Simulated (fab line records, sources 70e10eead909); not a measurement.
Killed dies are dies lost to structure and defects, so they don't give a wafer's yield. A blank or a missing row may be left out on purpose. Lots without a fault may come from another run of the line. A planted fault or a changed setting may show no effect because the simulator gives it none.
fab line records | flow nand_harc
record lots=14 wafers=42 last_day=33
route steps=1302 shown P_BONDPAD@379 A_ONON_D1@444 A_CHANNEL_HOLE_D1@465
lots that met no fault: from a run of the same line without faults
start_h: hours from the record's first day to the start of the lot's first wafer shown | wait_h: hours since the lot's step before | " the same as in the row above | L1.1+2: a row that stands for several wafers | - no value, or no start given | * or withheld: withheld | < > ~ a bound
route shown NAME@n: a module of which the file shows steps, and the number in the route of the first | usual: mean/standard deviation of fault-free wafers | same: alike in all rows | chamber/n: place in a boat | sites: the reading at each site | _std_site: their standard deviation | _edge_site: outer sites' mean less inner sites' | radius_mm: how far each site lies from the wafer's centre | mask NAME#n: copy n | behind: the tool/chamber that last shaped the wafer | hold: why the lot was held/for how many hours/how that ended | device: the transistor (n, p or np) that didn't switch | end of line: the same wafers' tests at the end of the route | a step without rows: its recipe alone | killed: dies lost to structure and defects at the first sort, not the wafer's yield | map: a wafer's dies, x killed, . not, _ none there
set.NAME: the setting as run; set.NAME@STEP: as run at that earlier step | model.NAME: the simulator's own value behind a step, which no gauge read
steps of the route over a sample of lots; a table a step, a row a wafer
services: from which hour (start_h, from the record's first day; less than 0 if before it) a tool's chamber was out of use, for how many hours, and why
## steps
# step NHARC_P_BONDPAD_ANNEAL_28
# recipe temp_c=225 time_s=90
# usual wafer_temp_C_max=226.4/0.49
# same time_s=90
# columns lot.wafer tool chamber start_h wait_h wafer_temp_C_max
L281.2 rtp_anneal-01 0 135.43 0.4 227.1
L281.3 " 0 " " 227.2
L281.6 " 0 " " 227.4
L282.2 rtp_anneal-01 0 140.74 - 226.2
L282.4 " 0 " " 226.7
L282.5 " 0 " " 226.8
L283.2 rtp_anneal-01 0 158.78 - 226.6
L283.5 " 0 " " 226.9
L283.6 " 0 " " 226.8
L284.3 rtp_anneal-02 0 162.53 - 225.6
L284.4 " 0 " " 226.0
L284.5 " 0 " " 226.2
L286.2 rtp_anneal-02 0 181.53 - 226.1
L286.3 " 0 " " 225.8
L286.5 " 0 " " 225.9
L287.3 rtp_anneal-01 0 199.31 - 226.8
L287.5 " 0 " " 226.7
L287.6 " 0 " " 226.7
L288.1 rtp_anneal-02 0 207.37 - 225.6
L288.3 " 0 " " 226.2
L288.5 " 0 " " 226.1
L293.2 rtp_anneal-02 0 257.07 - 225.6
L293.5 " 0 " " 225.6
L293.6 " 0 " " 225.7
L294.2 rtp_anneal-01 0 266.91 0.3 226.6
L294.3 " 0 " " 226.7
L294.4 " 0 " " 226.6
L296.3 rtp_anneal-02 0 282.25 - 225.8
L296.5 " 0 " " 225.5
L296.6 " 0 " " 226.1
L298.2 rtp_anneal-02 0 306.88 0.3 226.6
L298.3 " 0 " " 225.8
L298.4 " 0 " " 225.9
L302.1 rtp_anneal-01 0 346.51 - 226.8
L302.2 " 0 " " 226.9
L302.4 " 0 " " 226.3
L303.1 rtp_anneal-01 0 358.97 0.3 226.6
L303.3 " 0 " " 226.9
L303.6 " 0 " " 227.2
L304.1 rtp_anneal-02 0 373.35 - 226.1
L304.2 " 0 " " 226.1
L304.5 " 0 " " 225.8
# step NHARC_A_ONON_D1_DEP_28
# recipe target_thk_a=10000 n2_flow_sccm=2750 n2o_flow_sccm=2000 nh3_flow_sccm=500 sih4_flow_sccm=210 temp_c=400
# usual nh3_flow_sccm=499.7/1.4
# columns lot.wafer tool chamber start_h wait_h nh3_flow_sccm
L281.2 pecvd_onon-01 0 171.98 0.1 500.0
L281.3 " 0 " " 500.1
L281.6 " 0 " " 497.3
L282.2 pecvd_onon-02 0 176.43 0.1 499.4
L282.4 " 0 " " 499.1
L282.5 " 0 " " 501.5
L283.2 pecvd_onon-01 0 197.63 0.1 499.3
L283.5 " 0 " " 498.3
L283.6 " 0 " " 499.6
L284.3 pecvd_onon-04 0 197.69 0.2 499.0
L284.4 " 0 " " 498.7
L284.5 " 0 " " 500.1
L286.2 pecvd_onon-01 0 218.06 0.1 498.8
L286.3 " 0 " " 497.8
L286.5 " 0 " " 500.1
L288.1 pecvd_onon-04 0 241.44 0.1 500.6
L288.3 " 0 " " 497.8
L288.5 " 0 " " 497.3
L287.3 pecvd_onon-01 0 241.55 0.2 497.7
L287.5 " 0 " " 500.4
L287.6 " 0 " " 498.1
L293.2 pecvd_onon-01 0 294.69 0.1 498.2
L293.5 " 0 " " 497.9
L293.6 " 0 " " 498.8
L294.2 pecvd_onon-01 0 303.94 0.1 500.7
L294.3 " 0 " " 498.7
L294.4 " 0 " " 499.1
L296.3 pecvd_onon-02 0 320.61 0.2 498.5
L296.5 " 0 " " 501.7
L296.6 " 0 " " 500.4
L298.2 pecvd_onon-02 0 342.35 0.1 498.6
L298.3 " 0 " " 500.2
L298.4 " 0 " " 496.4
L302.1 pecvd_onon-01 0 383.56 0.1 499.9
L302.2 " 0 " " 500.8
L302.4 " 0 " " 500.8
L303.1 pecvd_onon-04 0 395.14 0.1 500.5
L303.3 " 0 " " 498.3
L303.6 " 0 " " 497.1
L304.1 pecvd_onon-02 0 413.39 0.1 502.6
L304.2 " 0 " " 502.5
L304.5 " 0 " " 501.4
# step NHARC_A_ONON_D1_THK_MEAS_30
# recipe thk_meas_gauge=ellipsometry
# usual thk_nm=999/10
# columns lot.wafer tool chamber start_h wait_h thk_nm
L281.2 film_metro-02 - 172.43 - 1001
L281.3 " - " " 1001
L281.6 " - " " 1001
L282.2 film_metro-01 - 176.88 - 1007
L282.4 " - " " 1006
L282.5 " - " " 1006
L283.2 film_metro-01 - 198.08 - 992
L283.5 " - " " 992
L283.6 " - " " 992
L284.3 film_metro-02 - 198.09 - 1001
L284.4 " - " " 1002
L284.5 " - " " 1002
L286.2 film_metro-01 - 218.51 - 1011
L286.3 " - " " 1013
L286.5 " - " " 1010
L288.1 film_metro-02 - 241.95 - 994
L288.3 " - " " 994
L288.5 " - " " 994
L287.3 film_metro-01 - 241.97 - 988
L287.5 " - " " 988
L287.6 " - " " 988
L293.2 film_metro-02 - 295.14 - 1062
L293.5 " - " " 1063
L293.6 " - " " 1062
L294.2 film_metro-01 - 304.39 - 1079
L294.3 " - " " 1080
L294.4 " - " " 1079
L296.3 film_metro-01 - 321.01 - 1005
L296.5 " - " " 1006
L296.6 " - " " 1006
L298.2 film_metro-02 - 342.81 - 992
L298.3 " - " " 991
L298.4 " - " " 991
L302.1 film_metro-01 - 384.07 - 997
L302.2 " - " " 995
L302.4 " - " " 997
L303.1 film_metro-01 - 395.65 - 997
L303.3 " - " " 997
L303.6 " - " " 996
L304.1 film_metro-02 - 413.91 - 994
L304.2 " - " " 994
L304.5 " - " " 993
# step NHARC_A_CHANNEL_HOLE_D1_DESCUM_15
# recipe time_s=3 o2_flow_sccm=200 ar_flow_sccm=0 bias_power_w=0 chemistry=O2
# usual drypump_motor_current_A=5.67/0.28 oes_product_au=1.001/0.0066 rf_vpp_V=57.8/0.95 showerhead_plenum_p_Torr=1.92/0.08 throttle_valve_pct=11.310/0.0092
# same time_s=3
# columns lot.wafer tool chamber start_h wait_h drypump_motor_current_A oes_product_au rf_hours_counter_h rf_vpp_V showerhead_plenum_p_Torr throttle_valve_pct
L281.2 rie_diel-03 1 175.89 0.1 5.49 0.987 4 56.9 1.84 11.300
L281.3 " 3 " " 5.63 0.999 4 58.5 1.89 11.317
L281.6 " 0 " " 5.67 1.000 - 57.3 2.04 11.304
L282.2 rie_diel-03 0 180.54 0.1 5.65 1.008 3 58.2 2.04 11.327
L282.4 " 1 " " 5.49 1.015 5 58.3 1.84 11.313
L282.5 " 0 " " 5.65 1.015 - 57.5 2.04 11.326
L283.2 rie_diel-01 0 203.71 0.1 5.64 0.987 50 57.3 1.89 11.303
L283.5 " 3 " " 5.21 1.002 - 59.2 1.82 11.295
L283.6 " 0 " " 5.64 0.998 - 57.7 1.89 11.321
L284.3 rie_diel-03 3 205.42 0.1 5.62 1.008 7 58.7 1.88 11.306
L284.4 " 0 " " 5.66 1.010 6 58.6 2.04 11.308
L284.5 " 0 " " 5.64 1.004 - 58.8 2.04 11.306
L286.3 rie_diel-03 2 222.59 0.1 5.96 1.004 9 58.1 2.00 11.322
L286.2 " 3 " " 5.59 1.007 9 58.7 1.88 11.301
L286.5 " 2 " " 5.99 1.012 - 58.6 2.00 11.296
L288.3 rie_diel-03 2 246.46 0.1 6.01 1.002 11 58.2 2.00 11.301
L288.1 " 1 " " 5.49 1.007 11 56.4 1.84 11.327
L288.5 " 3 " " 5.62 0.998 - 57.9 1.88 11.298
L287.3 rie_diel-03 1 246.98 0.1 5.50 1.011 11 55.9 1.84 11.314
L287.6 " 2 " " 5.99 1.006 - 57.6 2.00 11.300
L287.5 " 3 " " 5.57 1.015 - 56.8 1.88 11.307
L296.3 rie_diel-03 0 324.49 0.1 5.65 0.993 2 58.6 2.03 11.299
L296.5 " 2 " " 6.00 0.996 - 56.7 2.00 11.319
L296.6 " 3 " " 5.63 0.994 - 57.9 1.88 11.307
L298.4 rie_diel-03 2 348.25 0.1 6.00 1.002 5 57.1 2.00 11.313
L298.3 " 3 " " 5.63 1.000 5 57.6 1.88 11.302
L298.2 " 0 " " 5.65 1.004 5 57.1 2.03 11.315
L302.4 rie_diel-09 1 389.41 0.1 6.20 0.996 21 56.5 1.83 11.299
L302.1 " 2 " " 5.80 0.996 23 58.0 1.92 11.304
L302.2 " 3 " " 5.80 0.997 12 59.2 1.96 11.308
L303.3 rie_diel-03 2 399.27 0.1 5.97 0.991 9 59.8 2.00 11.320
L303.1 " 3 " " 5.58 1.000 8 57.6 1.88 11.305
L303.6 " 2 " " 5.97 0.995 - 57.9 2.00 11.319
L304.2 rie_diel-03 2 417.32 0.1 5.98 1.004 11 57.6 2.00 11.311
L304.1 " 0 " " 5.63 1.004 10 57.4 2.03 11.299
L304.5 " 2 " " 6.01 0.998 - 59.4 1.99 11.308
# step NHARC_A_CHANNEL_HOLE_D1_CD_MEAS_18
# usual cd_nm=99.6/1.5
# columns lot.wafer tool chamber start_h wait_h cd_nm
L281.2 cd_sem-03 - 176.98 - 101.4
L281.3 " - " " 98.1
L281.6 " - " " 99.7
L282.2 cd_sem-02 - 181.65 - 97.1
L282.4 " - " " 98.8
L282.5 " - " " 100.4
L283.2 cd_sem-03 - 204.90 - 98.3
L283.5 " - " " 99.3
L283.6 " - " " 99.8
L284.3 cd_sem-03 - 206.53 - 101.8
L284.4 " - " " 102.3
L284.5 " - " " 99.6
L286.2 cd_sem-02 - 223.69 - 101.6
L286.3 " - " " 101.5
L286.5 " - " " 99.2
L288.1 cd_sem-03 - 247.58 - 100.5
L288.3 " - " " 100.0
L288.5 " - " " 99.2
L287.3 cd_sem-01 - 248.38 - 102.4
L287.5 " - " " 103.4
L287.6 " - " " 101.7
L296.3 cd_sem-02 - 325.59 - 98.0
L296.5 " - " " 98.3
L296.6 " - " " 97.0
L298.2 cd_sem-02 - 349.35 - 100.8
L298.3 " - " " 97.7
L298.4 " - " " 98.5
L302.1 cd_sem-01 - 390.76 - 102.1
L302.2 " - " " 98.3
L302.4 " - " " 96.3
L303.1 cd_sem-03 - 400.36 - 99.6
L303.3 " - " " 101.4
L303.6 " - " " 99.4
L304.1 cd_sem-02 - 418.58 - 99.0
L304.2 " - " " 100.0
L304.5 " - " " 99.5
## services
# columns tool chamber start_h hours kind
pecvd_onon-04 - 112.65 4.2 repair
rie_diel-01 2 128.34 3.3 repair
rie_diel-03 - 128.80 2.1 repair
pecvd_onon-04 - 130.10 13.0 pm
rie_diel-09 - 143.13 9.0 pm
rie_diel-03 0 146.02 2.5 repair
rie_diel-03 0 152.10 5.1 repair
rie_diel-03 0 172.44 2.6 repair
pecvd_onon-02 - 185.00 13.0 pm
rie_diel-01 2 187.54 16.3 repair
pecvd_onon-01 - 269.00 13.0 pm
rie_diel-03 - 281.30 9.0 pm
pecvd_onon-04 - 304.04 0.3 repair
rie_diel-03 1 310.53 5.6 repair
pecvd_onon-04 - 311.10 13.0 pm
rie_diel-01 - 318.47 29.9 repair
rie_diel-09 - 322.32 9.0 pm
rie_diel-03 - 340.38 2.4 repair
rie_diel-01 2 348.93 9.0 repair
rie_diel-01 1 359.08 9.7 repair
pecvd_onon-02 - 366.31 13.0 pm
rtp_anneal-01 - 372.00 12.0 pm
rie_diel-09 0 380.91 7.5 repair
rie_diel-01 - 381.23 9.0 pm
## key
first_sign step=NHARC_A_ONON_D1_THK_MEAS_30 reading=thk_nm direction=up sigmas=7.2 usual=999 struck=1071
effect none on later readings
met_at NHARC_A_ONON_D1_DEP_28
struck_lots L293,L294
later_rows_left_out L293.2,L293.5,L293.6,L294.2,L294.3,L294.4
sort_left_out L293.2,L293.5,L293.6,L294.2,L294.3,L294.4
tester_left_out L293,L294
not_acting_at NHARC_P_BONDPAD_ANNEAL_28,NHARC_A_CHANNEL_HOLE_D1_DESCUM_15,NHARC_A_CHANNEL_HOLE_D1_CD_MEAS_18
onset_between 241.55 294.69
fault kind=process_parameter_drift tool=pecvd_onon-01 chamber=- onset_h=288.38 steps=NHARC_A_ONON_D1_DEP_28 channel=target_thk_a offset=* shape=step end_h=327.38 acts_in=* stated=*
# tester_left_out: of these lots the tester's yield and bins aren't shown, on N5 and GAA mostly nor the transistor test; their killed dies are dies lost to structure and defects alone, not to doping, threshold or leakage, so they don't give the yield
# sort_left_out: the simulated sort isn't trusted on such a fault, so these wafers' sort isn't shown, and their yield isn't known
# later_rows_left_out: the simulator's readings of these wafers behind a module that went badly wrong aren't trusted and aren't shown, but for the sort
